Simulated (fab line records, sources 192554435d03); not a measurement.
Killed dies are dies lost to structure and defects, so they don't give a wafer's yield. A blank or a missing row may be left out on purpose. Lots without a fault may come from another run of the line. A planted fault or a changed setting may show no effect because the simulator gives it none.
Chamber matching | flow n5_finfet | N5_BEOL_M4_STRIP_36 on rie_diel-05: 4 sister chambers
The step strips in N2/H2. 8 wafers are shown with their chamber, then 7 later ones without.

WAFERS WITH THEIR CHAMBER
wafer  | chamber | showerhead_plenum_p_Torr (Torr) | drypump_motor_current_A (A)
L076.6 | 3       | 2.71                            | 5.2
L077.2 | 3       | 2.71                            | 5.2
L077.6 | 0       | 2.49                            | 5.8
L080.1 | 1       | 2.47                            | 5.6
L080.4 | 2       | 2.63                            | 6.5
L080.5 | 1       | 2.47                            | 5.6
L090.1 | 2       | 2.62                            | 6.5
L090.3 | 0       | 2.47                            | 5.7

WAFERS WITHOUT THEIR CHAMBER
wafer  | showerhead_plenum_p_Torr (Torr) | drypump_motor_current_A (A)
L090.5 | 2.46                            | 5.6
L091.3 | 2.46                            | 5.6
L091.5 | 2.46                            | 5.6
L091.6 | 2.62                            | 6.5
L094.3 | 2.62                            | 6.5
L094.5 | 2.46                            | 5.7
L094.6 | 2.62                            | 6.5

WHICH CHAMBER EACH WENT THROUGH
wafer  | from the rows above     | in truth
L090.5 | 1                       | 1
L091.3 | 1                       | 1
L091.5 | 1                       | 1
L091.6 | 2                       | 2
L094.3 | 2                       | 2
L094.5 | can't be placed: 0 or 1 | 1
L094.6 | 2                       | 2
Placed correctly: 6 of 7. Can't be placed from these rows: 1 (the true chamber is among the candidates in 1). Placed wrongly: 0.
How it was worked out, from the rows above alone: a wafer's distance from a chamber is the root of the sum, over the readings, of the square of ((its reading less the chamber's mean) divided by the reading's scatter). The wafer belongs to the nearest chamber; if the next one is less than 2 further off, it can't be placed. A chamber's mean is the mean of its shown wafers. The scatter: the root of (the sum of the squares of (reading less its chamber's mean) over the shown wafers, divided by (wafers less chambers)).
